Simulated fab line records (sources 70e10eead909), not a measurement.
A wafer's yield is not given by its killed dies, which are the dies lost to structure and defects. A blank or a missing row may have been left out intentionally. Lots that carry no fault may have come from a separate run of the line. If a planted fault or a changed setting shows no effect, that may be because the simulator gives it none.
Comparing a struck lot with a sound one :: flow nandHarc :: 13 steps out of a route of 1159
Sound: these wafers, L806.3, L806.4, L806.6. Wafers L815.1, L815.3, L815.6 were the ones struck. At the end, the cause is stated.
Per side, at each step with rows, come the tool, then ch with its chambers, and then its first start. Under that, the readings that differ: sound wafers :: struck wafers :: difference of the means :: sigmas: that difference in standard deviations of wafers without a fault.
alike: a reading whose means differ by less than 2 such deviations, as well as words and numbers matching on both sides. not compared: withheld readings; readings where some wafer has no value; bounds like >300 that might hide an equal value; numbers whose values overlap and for which the record gives no deviation.
Wherever a step has rows on one side only, a row that says differs or no value, or a row with sigmas, the two part there. Non-overlapping numbers with no deviation appear without sigmas and do not part them. A reading that every wafer of one side lacks parts them only if that side has two wafers or more.

NHARC_P_M0_INSPECT_27:
  struck on defectInspect-02, day 9 09:52; sound on defectInspect-02, day 8 09:46
  alike: rawDefectCount
NHARC_P_M0_PRE_CLEAN_31: time 12 s.
  sound on pecvd-04 ch 1,2, day 8 09:50; struck on pecvd-02 ch 0,1,2, day 9 09:56
  alike: heaterPowerW
NHARC_P_M0_DEP_32: deposits SiCN, target thk 30 nm.
  sound on pecvd-04 ch 1,2, day 8 09:57; struck on pecvd-02 ch 0,1,2, day 9 10:01
  alike: heaterPowerW
then, 8 steps without rows for these wafers: NHARC_P_M1_DEP_00 (deposits SiOC, target thk 182.5 nm); NHARC_P_M1_DEHYDRATE_01 (time 120 s); NHARC_P_M1_HMDS_02 (time 30 s); NHARC_P_M1_COAT_34 (time 65 s); NHARC_P_M1_COAT_03 (resist thk 90 nm); NHARC_P_M1_SOFTBAKE_04 (time 55 s); NHARC_P_M1_EBR_05; NHARC_P_M1_EXPOSE_06 (exposes mask P M1, target cd 130 nm).
NHARC_P_M1_PEB_07: peb time 65 s.
  struck on lithoTrack-01, day 9 11:22; sound on lithoTrack-01 ch 0, day 8 11:03
  no value came back on the struck wafers for chillPlateTempC (C), exhaustPa (Pa), pebTimeS (s); on the sound wafers chillPlateTempC (C) reads 22.99 23.14 23.07
then, 1 step without rows for these wafers: NHARC_P_M1_DEVELOP_08 (develop time 35 s).

## WHERE THEY PART
Only at NHARC_P_M1_PEB_07, within this record.

WHY: what had been put in by the simulator
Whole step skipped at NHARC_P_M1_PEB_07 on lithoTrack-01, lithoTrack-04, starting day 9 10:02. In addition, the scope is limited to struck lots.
